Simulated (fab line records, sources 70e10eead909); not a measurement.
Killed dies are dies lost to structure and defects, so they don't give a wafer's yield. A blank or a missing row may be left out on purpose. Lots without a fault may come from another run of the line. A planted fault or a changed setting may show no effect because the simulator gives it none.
Chamber matching | flow nand_harc | NHARC_A_CONTACT_ETCH_48 on rie_diel-12: 4 sister chambers
The step etches the open film in CF4, target depth 39 nm, time 65 s. 22 wafers are shown with their chamber, then 11 later ones without.

WAFERS WITH THEIR CHAMBER
wafer  | chamber | drypump_motor_current_A (A) | rf_vpp_V (V) | oes_product_au (a.u.)
L074.3 | 0       | 5.5                         | 151.6        | 1.001
L074.4 | 2       | 5.2                         | 150.1        | 1.021
L074.5 | 3       | 6.2                         | 151.0        | 0.999
L075.1 | 3       | 6.2                         | 150.8        | 1.004
L075.4 | 0       | 5.5                         | 151.2        | 1.010
L075.5 | 3       | 6.2                         | 151.7        | 1.011
L083.2 | 3       | 6.2                         | 149.5        | 0.999
L083.3 | 1       | 4.7                         | 154.0        | 0.991
L083.5 | 2       | 5.2                         | 151.1        | 1.011
L085.1 | 1       | 4.7                         | 152.8        | 0.995
L085.2 | 2       | 5.2                         | 150.8        | 1.011
L085.4 | 3       | 6.2                         | 148.7        | 1.004
L086.1 | 1       | 4.7                         | 152.3        | 0.999
L086.2 | 2       | 5.2                         | 151.4        | 1.007
L086.4 | 3       | 6.2                         | 150.0        | 1.003
L089.1 | 0       | 5.5                         | 150.5        | 0.991
L089.3 | 3       | 6.1                         | 149.3        | 0.994
L089.4 | 2       | 5.2                         | 150.7        | 1.013
L092.3 | 3       | 6.2                         | 148.8        | 0.995
L092.4 | 2       | 5.1                         | 151.6        | 1.009
L092.6 | 1       | 4.7                         | 152.5        | 0.995
L091.2 | 2       | 5.2                         | 150.4        | 0.998

SIGNATURES (means of the wafers above)
reading                 | chamber 0 | chamber 1 | chamber 2 | chamber 3 | scatter within a chamber
drypump_motor_current_A | 5.500     | 4.700     | 5.186     | 6.188     | 0.031
rf_vpp_V                | 151.100   | 152.900   | 150.871   | 149.975   | 0.832
oes_product_au          | 1.00067   | 0.99500   | 1.01000   | 1.00113   | 0.0063
Rule: a wafer's distance from a chamber is the root of the sum, over the readings, of the square of ((its reading less the chamber's mean) divided by the reading's scatter). The wafer belongs to the nearest chamber; if the next one is less than 2 further off, it can't be placed. The scatter: the root of (the sum of the squares of (reading less its chamber's mean) over the shown wafers, divided by (wafers less chambers)).

WAFERS WITHOUT THEIR CHAMBER
wafer  | drypump_motor_current_A (A) | rf_vpp_V (V) | oes_product_au (a.u.)
L091.3 | 5.5                         | 150.8        | 0.995
L091.4 | 6.2                         | 151.3        | 0.998
L093.1 | 5.5                         | 151.4        | 0.985
L093.3 | 5.1                         | 151.2        | 1.004
L093.6 | 5.2                         | 150.9        | 0.998
L095.1 | 4.7                         | 152.3        | 1.000
L095.2 | 5.5                         | 151.8        | 0.990
L095.4 | 6.2                         | 150.1        | 1.003
L096.1 | 5.2                         | 151.5        | 1.006
L096.3 | 5.5                         | 151.0        | 0.979
L096.5 | 4.7                         | 152.4        | 1.002

WHICH CHAMBER EACH WENT THROUGH
wafer  | from the rows above | in truth
L091.3 | 0                   | 0
L091.4 | 3                   | 3
L093.1 | 0                   | 0
L093.3 | 2                   | 2
L093.6 | 2                   | 2
L095.1 | 1                   | 1
L095.2 | 0                   | 0
L095.4 | 3                   | 3
L096.1 | 2                   | 2
L096.3 | 0                   | 0
L096.5 | 1                   | 1
Placed correctly: 11 of 11. Can't be placed from these rows: 0. Placed wrongly: 0.
